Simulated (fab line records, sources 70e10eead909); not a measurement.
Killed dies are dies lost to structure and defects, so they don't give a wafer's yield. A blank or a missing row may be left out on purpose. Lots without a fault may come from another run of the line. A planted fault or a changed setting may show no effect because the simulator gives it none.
Chamber matching | flow nand_harc | NHARC_P_BONDPAD_DEP_00 on pecvd-02: 3 sister chambers
The step deposits SiCN, target thk 250 nm. 3 wafers are shown with their chamber, then 7 later ones without.

WAFERS WITH THEIR CHAMBER
wafer  | chamber | heater_power_w (W)
L083.5 | 0       | 470
L088.3 | 2       | 752
L088.4 | 1       | 560

WAFERS WITHOUT THEIR CHAMBER
wafer  | heater_power_w (W)
L088.5 | 467
L092.2 | 584
L092.3 | 563
L092.6 | 563
L094.4 | 537
L094.5 | 557
L094.6 | 511

WHICH CHAMBER EACH WENT THROUGH
wafer  | from the rows above     | in truth
L088.5 | 0                       | 0
L092.2 | 1                       | 1
L092.3 | 1                       | 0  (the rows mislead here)
L092.6 | 1                       | 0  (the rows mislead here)
L094.4 | 1                       | 1
L094.5 | 1                       | 1
L094.6 | can't be placed: 0 or 1 | 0
Placed correctly: 4 of 7. Can't be placed from these rows: 1 (the true chamber is among the candidates in 1). Placed wrongly: 2.
How it was worked out, from the rows above alone: a wafer's distance from a chamber is the root of the sum, over the readings, of the square of ((its reading less the chamber's mean) divided by the reading's scatter). The wafer belongs to the nearest chamber; if the next one is less than 2 further off, it can't be placed. A chamber's mean is the mean of its shown wafers. The scatter: with one shown wafer a chamber, the root of the mean of the squares of how far each hidden wafer lies from its nearest shown one.
